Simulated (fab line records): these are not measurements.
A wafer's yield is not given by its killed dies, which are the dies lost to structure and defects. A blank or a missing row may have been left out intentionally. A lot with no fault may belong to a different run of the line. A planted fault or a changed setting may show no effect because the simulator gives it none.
Matching of chambers | flow n5 finfet | N5_MOL_CONTACT_COAG_ETCH_105 on rie diel-01 has 4 sister chambers
The step etches SiARC in CF4, target depth 15.6 nm, time 26 s. 4 wafers are shown with their chamber, then 9 later ones without.

== WAFERS, EACH WITH ITS CHAMBER ==
wafer  | chamber | drypump motor current A (A)
L082.6 | 3       | 6.4
L083.1 | 0       | 6.2
L083.2 | 2       | 5.5
L083.5 | 1       | 5.9

== WAFERS WITH NO CHAMBER GIVEN ==
wafer  | drypump motor current A (A)
L086.3 | 6.2
L086.5 | 6.2
L086.6 | 6.0
L090.2 | 6.4
L090.3 | 5.6
L090.6 | 5.6
L097.2 | 6.4
L097.3 | 5.6
L097.6 | 6.2

== EACH ONE'S CHAMBER ==
wafer  | from the rows above     | in truth
L086.3 | 0                       | 0
L086.5 | 0                       | 0
L086.6 | can't be placed: 1 or 0 | 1
L090.2 | 3                       | 3
L090.3 | 2                       | 2
L090.6 | 2                       | 2
L097.2 | 3                       | 3
L097.3 | 2                       | 2
L097.6 | 0                       | 0
Correctly placed: 8 of 9. Not placeable from these rows: 1 (in 1, the candidates include the true chamber). Wrongly placed: 0.
How it was worked out, from the rows above alone: a wafer's distance from a chamber is the root of the sum, over the readings, of the square of ((its reading less the chamber's mean) divided by the reading's scatter). The wafer belongs to the nearest chamber; if the next one is less than 2 further off, it can't be placed. For every chamber, the mean is computed from those of its wafers that are shown. The scatter: with one shown wafer a chamber, the root of the mean of the squares of how far each hidden wafer lies from its nearest shown one.
